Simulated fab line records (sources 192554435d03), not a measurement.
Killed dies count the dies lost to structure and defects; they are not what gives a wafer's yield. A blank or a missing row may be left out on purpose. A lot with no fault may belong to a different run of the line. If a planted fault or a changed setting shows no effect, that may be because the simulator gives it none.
Which tool was responsible? :: flow n5_finfet :: Sampling: 11 lots, 32 wafers, 4 of 1938 route steps

## WHAT THE GAUGES READ, wafer by wafer
N5_BEOL_M11_INSPECT_13: inspects for defects (brightfield).
lot: L103
measured: day 10 20:58
on: defect_inspect-02
raw_defect_count: 747 431

lot: L105
measured: day 10 21:16
on: defect_inspect-01
raw_defect_count: 398 365 426

lot: L107
measured: day 12 02:54
on: defect_inspect-02
raw_defect_count: 272 319 419

lot: L110
measured: day 12 15:19
on: defect_inspect-02
raw_defect_count: 443 502 414

lot: L111
measured: day 13 10:21
on: defect_inspect-02
raw_defect_count: 464 301 371

lot: L117
measured: day 14 13:58
on: defect_inspect-02
raw_defect_count: 422 326 224

lot: L120
measured: day 14 18:19
on: defect_inspect-02
raw_defect_count: 315 405 334

lot: L119
measured: day 14 18:31
on: defect_inspect-01
raw_defect_count: 440 399 322

lot: L123
measured: day 15 15:11
on: defect_inspect-01
raw_defect_count: 533 392 487

lot: L125
measured: day 15 23:42
on: defect_inspect-02
raw_defect_count: 500 433 484

lot: L126
measured: day 16 08:46
on: defect_inspect-01
raw_defect_count: 366 361 564

N5_BEOL_M11_CD_MEAS_35 targets a cd of 70 nm.
lot: L103
measured: day 11 01:22
on: cd_sem-01
cd_nm (nm): 69.9 70.6

lot: L105
measured: day 11 00:58
on: cd_sem-02
cd_nm (nm): 69.3 69.4 69.0

lot: L107
measured: day 12 06:29
on: cd_sem-02
cd_nm (nm): 70.4 69.3 69.5

lot: L110
measured: day 12 18:29
on: cd_sem-01
cd_nm (nm): 69.9 69.4 69.7

lot: L111
measured: day 13 12:17
on: cd_sem-03
cd_nm (nm): 70.1 68.9 70.6

lot: L117
measured: day 14 17:19
on: cd_sem-02
cd_nm (nm): 69.8 70.0 69.2

lot: L120
measured: day 14 20:28
on: cd_sem-03
cd_nm (nm): 70.0 69.2 69.0

lot: L119
measured: day 14 22:04
on: cd_sem-03
cd_nm (nm): 70.4 70.1 69.9

lot: L123
measured: day 15 18:29
on: cd_sem-02
cd_nm (nm): 70.5 70.2 70.7

lot: L125
measured: day 16 03:42
on: cd_sem-02
cd_nm (nm): 69.0 69.5 70.3

lot: L126
measured: day 16 13:14
on: cd_sem-02
cd_nm (nm): 71.0 70.8 70.6

## WHICH TOOL RAN EACH LOT (tool, then ch and the chambers of the sampled wafers, then the start)
lot: L103
N5_BEOL_M11_DESCUM_33: rie_diel-04 ch 1, day 11 00:43
N5_BEOL_M11_ETCH_66: rie_diel-04 ch 1, day 11 00:48

lot: L105
N5_BEOL_M11_DESCUM_33: rie_diel-06 ch 0,1,3, day 11 00:19
N5_BEOL_M11_ETCH_66: rie_diel-06 ch 0,1,3, day 11 00:24

lot: L107
N5_BEOL_M11_DESCUM_33: rie_diel-04 ch 0,2,3, day 12 05:50
N5_BEOL_M11_ETCH_66: rie_diel-04 ch 0,2,3, day 12 05:56

lot: L110
N5_BEOL_M11_DESCUM_33: rie_diel-04 ch 0,1,3, day 12 17:50
N5_BEOL_M11_ETCH_66: rie_diel-04 ch 0,1,3, day 12 17:55

lot: L111
N5_BEOL_M11_DESCUM_33: rie_diel-02 ch 0,1,2, day 13 11:38
N5_BEOL_M11_ETCH_66: rie_diel-02 ch 0,1,2, day 13 11:43

lot: L117
N5_BEOL_M11_DESCUM_33: rie_diel-04 ch 0,1,2, day 14 16:40
N5_BEOL_M11_ETCH_66: rie_diel-04 ch 0,1,2, day 14 16:46

lot: L120
N5_BEOL_M11_DESCUM_33: rie_diel-04 ch 0,1, day 14 19:49
N5_BEOL_M11_ETCH_66: rie_diel-04 ch 0,1, day 14 19:53

lot: L119
N5_BEOL_M11_DESCUM_33: rie_diel-04 ch 1,2, day 14 21:25
N5_BEOL_M11_ETCH_66: rie_diel-04 ch 1,2, day 14 21:30

lot: L123
N5_BEOL_M11_DESCUM_33: rie_diel-02 ch 0,1, day 15 17:50
N5_BEOL_M11_ETCH_66: rie_diel-02 ch 0,1, day 15 17:55

lot: L125
N5_BEOL_M11_DESCUM_33: rie_diel-06 ch 1,2, day 16 02:49
N5_BEOL_M11_ETCH_66: rie_diel-06 ch 1,2, day 16 02:56

lot: L126
N5_BEOL_M11_DESCUM_33: rie_diel-06 ch 0,1, day 16 12:35
N5_BEOL_M11_ETCH_66: rie_diel-06 ch 0,1, day 16 12:41
- N5_BEOL_M11_DESCUM_33: chemistry O2, time 7.9 s.
- N5_BEOL_M11_ETCH_66: etches SOC in N2/H2, target depth 120 nm, overetch 24 nm, time 180 s.

## WHAT THE TOOLS THEMSELVES READ (means of the sampled wafers that have a number; where no wafer has one, the mark that the record gives instead)
N5_BEOL_M11_DESCUM_33.
lot: L103
tool: rie_diel-04
drypump_motor_current_A (A): 5.3
oes_product_au (a.u.): 0.73
rf_fwd_power_W (W): 49.59
rf_vpp_V (V): 242.9
showerhead_plenum_p_Torr (Torr): 2.10
throttle_valve_pct (%): 20.49

lot: L105
tool: rie_diel-06
drypump_motor_current_A (A): 5.1
oes_product_au (a.u.): 0.77
rf_fwd_power_W (W): 49.22
rf_vpp_V (V): 242.1
showerhead_plenum_p_Torr (Torr): 2.07
throttle_valve_pct (%): 20.56

lot: L107
tool: rie_diel-04
drypump_motor_current_A (A): 5.5
oes_product_au (a.u.): 0.81
rf_fwd_power_W (W): 49.06
rf_vpp_V (V): 243.7
showerhead_plenum_p_Torr (Torr): 2.14
throttle_valve_pct (%): 20.48

lot: L110
tool: rie_diel-04
drypump_motor_current_A (A): 5.6
oes_product_au (a.u.): 0.78
rf_fwd_power_W (W): 49.24
rf_vpp_V (V): 243.3
showerhead_plenum_p_Torr (Torr): 2.13
throttle_valve_pct (%): 20.59

lot: L111
tool: rie_diel-02
drypump_motor_current_A (A): 5.8
oes_product_au (a.u.): 0.92
rf_fwd_power_W (W): 49.18
rf_vpp_V (V): 244.2
showerhead_plenum_p_Torr (Torr): 2.21
throttle_valve_pct (%): 20.23

lot: L117
tool: rie_diel-04
drypump_motor_current_A (A): 5.4
oes_product_au (a.u.): 0.80
rf_fwd_power_W (W): 49.11
rf_vpp_V (V): 243.5
showerhead_plenum_p_Torr (Torr): 2.11
throttle_valve_pct (%): 20.30

lot: L120
tool: rie_diel-04
drypump_motor_current_A (A): 5.4
oes_product_au (a.u.): 0.75
rf_fwd_power_W (W): 49.43
rf_vpp_V (V): 243.3
showerhead_plenum_p_Torr (Torr): 2.10
throttle_valve_pct (%): 20.41

lot: L119
tool: rie_diel-04
drypump_motor_current_A (A): 5.3
oes_product_au (a.u.): 0.74
rf_fwd_power_W (W): 49.39
rf_vpp_V (V): 242.2
showerhead_plenum_p_Torr (Torr): 2.10
throttle_valve_pct (%): 20.45

lot: L123
tool: rie_diel-02
drypump_motor_current_A (A): 5.9
oes_product_au (a.u.): 0.87
rf_fwd_power_W (W): 49.19
rf_vpp_V (V): 245.2
showerhead_plenum_p_Torr (Torr): 2.23
throttle_valve_pct (%): 20.13

lot: L125
tool: rie_diel-06
drypump_motor_current_A (A): 5.0
oes_product_au (a.u.): 0.84
rf_fwd_power_W (W): 49.52
rf_vpp_V (V): 243.6
showerhead_plenum_p_Torr (Torr): 2.14
throttle_valve_pct (%): 20.39

lot: L126
tool: rie_diel-06
drypump_motor_current_A (A): 5.1
oes_product_au (a.u.): 0.94
rf_fwd_power_W (W): 49.33
rf_vpp_V (V): 244.3
showerhead_plenum_p_Torr (Torr): 2.17
throttle_valve_pct (%): 20.39

N5_BEOL_M11_ETCH_66.
lot: L103
tool: rie_diel-04
drypump_motor_current_A (A): 5.3
oes_product_au (a.u.): 0.60
rf_fwd_power_W (W): 838.3
rf_vpp_V (V): 524.1
run_length_s (s): 202.7
showerhead_plenum_p_Torr (Torr): 2.55
throttle_valve_pct (%): 18.0

lot: L105
tool: rie_diel-06
drypump_motor_current_A (A): 5.1
oes_product_au (a.u.): 0.61
rf_fwd_power_W (W): 835.3
rf_vpp_V (V): 522.4
run_length_s (s): 203.2
showerhead_plenum_p_Torr (Torr): 2.50
throttle_valve_pct (%): 17.8

lot: L107
tool: rie_diel-04
drypump_motor_current_A (A): 5.6
oes_product_au (a.u.): 0.65
rf_fwd_power_W (W): 835.3
rf_vpp_V (V): 525.1
run_length_s (s): 203.4
showerhead_plenum_p_Torr (Torr): 2.58
throttle_valve_pct (%): 17.7

lot: L110
tool: rie_diel-04
drypump_motor_current_A (A): 5.6
oes_product_au (a.u.): 0.62
rf_fwd_power_W (W): 835.7
rf_vpp_V (V): 525.0
run_length_s (s): 203.7
showerhead_plenum_p_Torr (Torr): 2.57
throttle_valve_pct (%): 17.9

lot: L111
tool: rie_diel-02
drypump_motor_current_A (A): 5.8
oes_product_au (a.u.): 0.75
rf_fwd_power_W (W): 835.5
rf_vpp_V (V): 526.9
run_length_s (s): 203.3
showerhead_plenum_p_Torr (Torr): 2.66
throttle_valve_pct (%): 17.5

lot: L117
tool: rie_diel-04
drypump_motor_current_A (A): 5.4
oes_product_au (a.u.): 0.59
rf_fwd_power_W (W): 838.3
rf_vpp_V (V): 523.6
run_length_s (s): 237.1
showerhead_plenum_p_Torr (Torr): 2.56
throttle_valve_pct (%): 17.7

lot: L120
tool: rie_diel-04
drypump_motor_current_A (A): 5.4
oes_product_au (a.u.): 0.57
rf_fwd_power_W (W): 836.4
rf_vpp_V (V): 522.8
run_length_s (s): 237.1
showerhead_plenum_p_Torr (Torr): 2.54
throttle_valve_pct (%): 17.8

lot: L119
tool: rie_diel-04
drypump_motor_current_A (A): 5.3
oes_product_au (a.u.): 0.55
rf_fwd_power_W (W): 839.9
rf_vpp_V (V): 523.5
run_length_s (s): 236.5
showerhead_plenum_p_Torr (Torr): 2.54
throttle_valve_pct (%): 17.9

lot: L123
tool: rie_diel-02
drypump_motor_current_A (A): 5.9
oes_product_au (a.u.): 0.69
rf_fwd_power_W (W): 835.2
rf_vpp_V (V): 527.6
run_length_s (s): 203.3
showerhead_plenum_p_Torr (Torr): 2.67
throttle_valve_pct (%): 17.2

lot: L125
tool: rie_diel-06
drypump_motor_current_A (A): 5.1
oes_product_au (a.u.): 0.66
rf_fwd_power_W (W): 840.6
rf_vpp_V (V): 526.2
run_length_s (s): 203.4
showerhead_plenum_p_Torr (Torr): 2.61
throttle_valve_pct (%): 17.8

lot: L126
tool: rie_diel-06
drypump_motor_current_A (A): 5.1
oes_product_au (a.u.): 0.76
rf_fwd_power_W (W): 835.2
rf_vpp_V (V): 526.4
run_length_s (s): 203.1
showerhead_plenum_p_Torr (Torr): 2.63
throttle_valve_pct (%): 17.6

## THE ANSWER, worked out from the rows above alone
Rule: the lots themselves supply what counts as usual. The widest of any qualifying gaps counts: lots, ordered by their means at a reading, are off when they make up no more than a third of the lots, leave a main group of 4 or more, and stand apart from it by 3 or more times the standard deviation of that group's means. A main group whose means are all the same, to the digits that the tables above print for the reading, isn't used. Also off: a lot with no number at a reading for which 4 or more lots have one. Where the step has rows for the other lots, those lots are counted as sound. The gauges are gone through in route order, then the tools' own readings, and for those a lot's mean is taken as printed above. At the first step where some lot is off, the reading lying furthest off is the one used; lots without a number count as furthest.
Off at N5_BEOL_M11_ETCH_66 (run_length_s): L117, L120, L119. Main group: mean 203.3 s, sd 0.27.
If a tool, at that step or one of the process steps before it, ran each lot that is off and ran no sound lot following the first of them, it fits. One fits: N5_BEOL_M11_DESCUM_33 and N5_BEOL_M11_ETCH_66 on rie_diel-04. At N5_BEOL_M11_DESCUM_33 its last sound lot is L110 (day 12 17:50), its first lot that is off L117 (day 14 16:40): a fault that began between those two fits.

## WHAT WAS PUT IN BY THE SIMULATOR
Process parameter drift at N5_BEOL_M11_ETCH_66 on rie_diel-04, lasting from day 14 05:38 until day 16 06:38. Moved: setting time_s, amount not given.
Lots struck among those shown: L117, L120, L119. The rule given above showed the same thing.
